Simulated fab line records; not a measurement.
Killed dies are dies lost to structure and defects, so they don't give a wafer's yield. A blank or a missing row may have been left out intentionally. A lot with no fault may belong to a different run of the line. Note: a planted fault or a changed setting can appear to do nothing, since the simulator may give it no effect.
Lot-split experiment :: flow n5Finfet :: 7 lots, 21 wafers read, on a route of 1938 steps

== THE SPLIT ITSELF ==
At N5_HKMG_FIN_COAT_42 (time 60 s, resist thk 35 nm), the setting spinRpm was moved away from the recipe's 1500 rpm on 6 of the 21 wafers read, by -5.1% to +11.2%. For the rest of the wafers, this setting stayed at what the recipe calls for.

== FROM THE SPLIT TO THE READING: what the file shows between them, 3 steps ==
- N5_HKMG_FIN_COAT_43: resist thk 90 nm
- N5_HKMG_FIN_EBR_45
- N5_HKMG_FIN_DESCUM_53: chemistry O2, time 7.9 s

== THE READING ==
CAR-ArF_of_HKMG_FIN_COAT_43.thkNm (the simulator's own value, which no gauge read), in nm, at N5_HKMG_FIN_ETCH_54 (etches SiARC in CF4, target depth 45.5 nm, time 75.8 s). The file does not state a usual value for it. Across the 15 wafers here that went through the recipe, the average is 50.8 nm and the standard deviation 0.23 nm.

wafer: L077.1
tool, chamber at the split: lithoTrack-04, 0
spinRpm as run, rpm: 1500
against the recipe: recipe
CAR-ArF_of_HKMG_FIN_COAT_43.thkNm, nm: 50.8
against lot-mates on the recipe: -

wafer: L077.3
tool, chamber at the split: lithoTrack-04, 0
spinRpm as run, rpm: 1605
against the recipe: +7.0%
CAR-ArF_of_HKMG_FIN_COAT_43.thkNm, nm: 52
against lot-mates on the recipe: +1.2

wafer: L077.4
tool, chamber at the split: lithoTrack-04, 0
spinRpm as run, rpm: 1605
against the recipe: +7.0%
CAR-ArF_of_HKMG_FIN_COAT_43.thkNm, nm: 52
against lot-mates on the recipe: +1.2

wafer: L080.1
tool, chamber at the split: lithoTrack-05, 0
spinRpm as run, rpm: 1500
against the recipe: recipe
CAR-ArF_of_HKMG_FIN_COAT_43.thkNm, nm: 51
against lot-mates on the recipe: -

wafer: L080.3
tool, chamber at the split: lithoTrack-05, 0
spinRpm as run, rpm: 1500
against the recipe: recipe
CAR-ArF_of_HKMG_FIN_COAT_43.thkNm, nm: 51.2
against lot-mates on the recipe: -

wafer: L080.4
tool, chamber at the split: lithoTrack-05, 0
spinRpm as run, rpm: 1500
against the recipe: recipe
CAR-ArF_of_HKMG_FIN_COAT_43.thkNm, nm: 51
against lot-mates on the recipe: -

wafer: L082.1
tool, chamber at the split: lithoTrack-02, 0
spinRpm as run, rpm: 1663
against the recipe: +10.9%
CAR-ArF_of_HKMG_FIN_COAT_43.thkNm, nm: 52.6
against lot-mates on the recipe: +2.0

wafer: L082.4
tool, chamber at the split: lithoTrack-02, 0
spinRpm as run, rpm: 1500
against the recipe: recipe
CAR-ArF_of_HKMG_FIN_COAT_43.thkNm, nm: 50.6
against lot-mates on the recipe: -

wafer: L082.6
tool, chamber at the split: lithoTrack-02, 0
spinRpm as run, rpm: 1663
against the recipe: +10.9%
CAR-ArF_of_HKMG_FIN_COAT_43.thkNm, nm: 52.2
against lot-mates on the recipe: +1.6

wafer: L086.2
tool, chamber at the split: lithoTrack-04, 0
spinRpm as run, rpm: 1424
against the recipe: -5.1%
CAR-ArF_of_HKMG_FIN_COAT_43.thkNm, nm: 49.8
against lot-mates on the recipe: -0.9

wafer: L086.4
tool, chamber at the split: lithoTrack-04, 0
spinRpm as run, rpm: 1500
against the recipe: recipe
CAR-ArF_of_HKMG_FIN_COAT_43.thkNm, nm: 50.8
against lot-mates on the recipe: -

wafer: L086.6
tool, chamber at the split: lithoTrack-04, 0
spinRpm as run, rpm: 1500
against the recipe: recipe
CAR-ArF_of_HKMG_FIN_COAT_43.thkNm, nm: 50.6
against lot-mates on the recipe: -

wafer: L091.1
tool, chamber at the split: lithoTrack-02, 0
spinRpm as run, rpm: 1500
against the recipe: recipe
CAR-ArF_of_HKMG_FIN_COAT_43.thkNm, nm: 50.6
against lot-mates on the recipe: -

wafer: L091.2
tool, chamber at the split: lithoTrack-02, 0
spinRpm as run, rpm: 1500
against the recipe: recipe
CAR-ArF_of_HKMG_FIN_COAT_43.thkNm, nm: 50.8
against lot-mates on the recipe: -

wafer: L091.3
tool, chamber at the split: lithoTrack-02, 0
spinRpm as run, rpm: 1500
against the recipe: recipe
CAR-ArF_of_HKMG_FIN_COAT_43.thkNm, nm: 50.4
against lot-mates on the recipe: -

wafer: L094.3
tool, chamber at the split: lithoTrack-04, 0
spinRpm as run, rpm: 1500
against the recipe: recipe
CAR-ArF_of_HKMG_FIN_COAT_43.thkNm, nm: 50.4
against lot-mates on the recipe: -

wafer: L094.5
tool, chamber at the split: lithoTrack-04, 0
spinRpm as run, rpm: 1500
against the recipe: recipe
CAR-ArF_of_HKMG_FIN_COAT_43.thkNm, nm: 50.8
against lot-mates on the recipe: -

wafer: L094.6
tool, chamber at the split: lithoTrack-04, 0
spinRpm as run, rpm: 1500
against the recipe: recipe
CAR-ArF_of_HKMG_FIN_COAT_43.thkNm, nm: 50.6
against lot-mates on the recipe: -

wafer: L095.2
tool, chamber at the split: lithoTrack-02, 0
spinRpm as run, rpm: 1500
against the recipe: recipe
CAR-ArF_of_HKMG_FIN_COAT_43.thkNm, nm: 51
against lot-mates on the recipe: -

wafer: L095.3
tool, chamber at the split: lithoTrack-02, 0
spinRpm as run, rpm: 1500
against the recipe: recipe
CAR-ArF_of_HKMG_FIN_COAT_43.thkNm, nm: 51
against lot-mates on the recipe: -

wafer: L095.6
tool, chamber at the split: lithoTrack-02, 0
spinRpm as run, rpm: 1668
against the recipe: +11.2%
CAR-ArF_of_HKMG_FIN_COAT_43.thkNm, nm: 52.8
against lot-mates on the recipe: +1.8

FIT RESULTS
A straight line over all 21 wafers: CAR-ArF_of_HKMG_FIN_COAT_43.thkNm changes by +0.166 nm for each +1% of spinRpm; r = +0.96; the points scatter about the line by 0.23 nm.
The same after taking each lot's own level away (the mean of its wafers on the recipe; 21 wafers): +0.166 nm for each +1%; r = +0.99; scatter 0.12 nm.
The reading moves by 1.9 nm for the largest change in spinRpm, on that fit.
From 50.60 to 51.07 nm: that is the span of the lots' own levels, equal to 2.0 times the standard deviation above.
Hence the lot-to-lot level has little effect on the slope; both slopes agree.
Check: +1.88 nm against its lot-mates is what the line predicts for one of the wafers moved furthest among these (+11.2%) when that wafer is left out of the fit. Against them it came out at +1.8 nm.

== OTHER SPLITS APPLIED TO THESE WAFERS ==
Note: prior to the reading, these wafers also went through further splits. Each is held against what the fit with the lots' levels taken away leaves over:
other split on the same wafers: N5_SD_EPI_N_EXPOSE_06 doseMj
wafers away from the commonest value: 7
r with CAR-ArF_of_HKMG_FIN_COAT_43.thkNm (lot level and that fit taken away): -0.05

other split on the same wafers: N5_SD_EPI_P_COAT_34 spinRpm
wafers away from the commonest value: 9
r with CAR-ArF_of_HKMG_FIN_COAT_43.thkNm (lot level and that fit taken away): +0.06

other split on the same wafers: N5_SD_EPI_P_PEB_07 pebTimeS
wafers away from the commonest value: 6
r with CAR-ArF_of_HKMG_FIN_COAT_43.thkNm (lot level and that fit taken away): -0.16

other split on the same wafers: N5_HKMG_FIN_COAT_41 spinRpm
wafers away from the commonest value: 7
r with CAR-ArF_of_HKMG_FIN_COAT_43.thkNm (lot level and that fit taken away): +0.12

== THE WHOLE CHAIN: every reading that the file lists as answering this split, in the file's order ==
step: N5_HKMG_FIN_COAT_42
what it does: time 60 s, resist thk 35 nm
reading: SiARC_of_HKMG_FIN_COAT_42.thkNm (the simulator's own value, which no gauge read)
change (the file's fit): -0.174 nm for each +1% of the setting
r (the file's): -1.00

step: N5_HKMG_FIN_ETCH_54
what it does: etches SiARC in CF4, target depth 45.5 nm, time 75.8 s
reading: etch.depthNm (the simulator's own value, which no gauge read)
change (the file's fit): -0.168 nm for each +1% of the setting
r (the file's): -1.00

step: N5_HKMG_FIN_ETCH_54
what it does: etches SiARC in CF4, target depth 45.5 nm, time 75.8 s
reading: CAR-ArF_of_HKMG_FIN_COAT_43.thkNm (the simulator's own value, which no gauge read)
change (the file's fit): +0.166 nm for each +1% of the setting
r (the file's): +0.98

== THE FILE'S OWN FIT ==
CAR-ArF_of_HKMG_FIN_COAT_43.thkNm changes by +0.166 nm for each +1% of spinRpm, r = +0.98.
